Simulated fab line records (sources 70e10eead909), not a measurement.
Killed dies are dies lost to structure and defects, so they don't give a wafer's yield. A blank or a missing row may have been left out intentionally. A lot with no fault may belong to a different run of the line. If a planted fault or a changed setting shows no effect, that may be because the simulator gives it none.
Matching of chambers :: flow nand_harc :: 4 sister chambers for NHARC_A_SGD_CUT_CMP_21 on cmp-03
The step polishes, target thk 148.19 nm. 15 wafers are shown with their chamber, then 7 later ones without.

WAFERS PAIRED WITH THEIR CHAMBERS
wafer: L133.1
chamber: 0
motor_current_A (A): 11.2
time_to_endpoint_s (s): 46.8

wafer: L133.3
chamber: 3
motor_current_A (A): 12.0
time_to_endpoint_s (s): 45.7

wafer: L133.6
chamber: 3
motor_current_A (A): 11.7
time_to_endpoint_s (s): 47.1

wafer: L138.3
chamber: 3
motor_current_A (A): 11.7
time_to_endpoint_s (s): 50.7

wafer: L138.5
chamber: 0
motor_current_A (A): 11.2
time_to_endpoint_s (s): 48.8

wafer: L138.6
chamber: 3
motor_current_A (A): 11.6
time_to_endpoint_s (s): 49.9

wafer: L137.1
chamber: 3
motor_current_A (A): 11.6
time_to_endpoint_s (s): 46.2

wafer: L137.2
chamber: 2
motor_current_A (A): 11.4
time_to_endpoint_s (s): 47.4

wafer: L137.4
chamber: 1
motor_current_A (A): 12.6
time_to_endpoint_s (s): 47.8

wafer: L140.2
chamber: 3
motor_current_A (A): 11.5
time_to_endpoint_s (s): 45.5

wafer: L140.4
chamber: 2
motor_current_A (A): 12.6
time_to_endpoint_s (s): 46.3

wafer: L142.1
chamber: 2
motor_current_A (A): 11.8
time_to_endpoint_s (s): 46.1

wafer: L142.2
chamber: 1
motor_current_A (A): 13.4
time_to_endpoint_s (s): 52.6

wafer: L149.3
chamber: 2
motor_current_A (A): 12.1
time_to_endpoint_s (s): 51.3

wafer: L149.4
chamber: 1
motor_current_A (A): 12.9
time_to_endpoint_s (s): 51.5

SIGNATURES (means of the wafers above)
reading: motor_current_A
chamber 0: 11.200
chamber 1: 12.967
chamber 2: 11.975
chamber 3: 11.683
scatter within a chamber: 0.336

reading: time_to_endpoint_s
chamber 0: 47.800
chamber 1: 50.633
chamber 2: 47.775
chamber 3: 47.517
scatter within a chamber: 2.28
Rule: a wafer's distance from a chamber is the root of the sum, over the readings, of the square of ((its reading less the chamber's mean) divided by the reading's scatter). If the next closest chamber is less than 2 further off than the closest, the wafer can't be placed; otherwise it belongs to the closest. The scatter: take each reading less its chamber's mean, square it, sum over the shown wafers, divide by the number of wafers less the number of chambers, and take the root.

WAFERS MISSING THEIR CHAMBER
wafer: L149.6
motor_current_A (A): 11.1
time_to_endpoint_s (s): 51.4

wafer: L154.3
motor_current_A (A): 11.6
time_to_endpoint_s (s): 51.4

wafer: L154.4
motor_current_A (A): 11.4
time_to_endpoint_s (s): 48.5

wafer: L154.5
motor_current_A (A): 11.2
time_to_endpoint_s (s): 49.0

wafer: L152.4
motor_current_A (A): 12.1
time_to_endpoint_s (s): 48.2

wafer: L152.5
motor_current_A (A): 10.8
time_to_endpoint_s (s): 49.8

wafer: L152.6
motor_current_A (A): 13.4
time_to_endpoint_s (s): 53.6

WHICH CHAMBER EACH WENT THROUGH
wafer: L149.6
from the rows above: can't be placed: 0 or 3 or 2
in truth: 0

wafer: L154.3
from the rows above: can't be placed: 3 or 2 or 0
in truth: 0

wafer: L154.4
from the rows above: can't be placed: 0 or 3 or 2
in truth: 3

wafer: L154.5
from the rows above: can't be placed: 0 or 3 or 2
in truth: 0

wafer: L152.4
from the rows above: can't be placed: 2 or 3
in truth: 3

wafer: L152.5
from the rows above: can't be placed: 0 or 3
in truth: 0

wafer: L152.6
from the rows above: 1
in truth: 1
Correct placement for 1 of the 7. Cannot be placed on the basis of these rows: 6; the candidates contain the true chamber in 6. Number placed wrongly: 0.
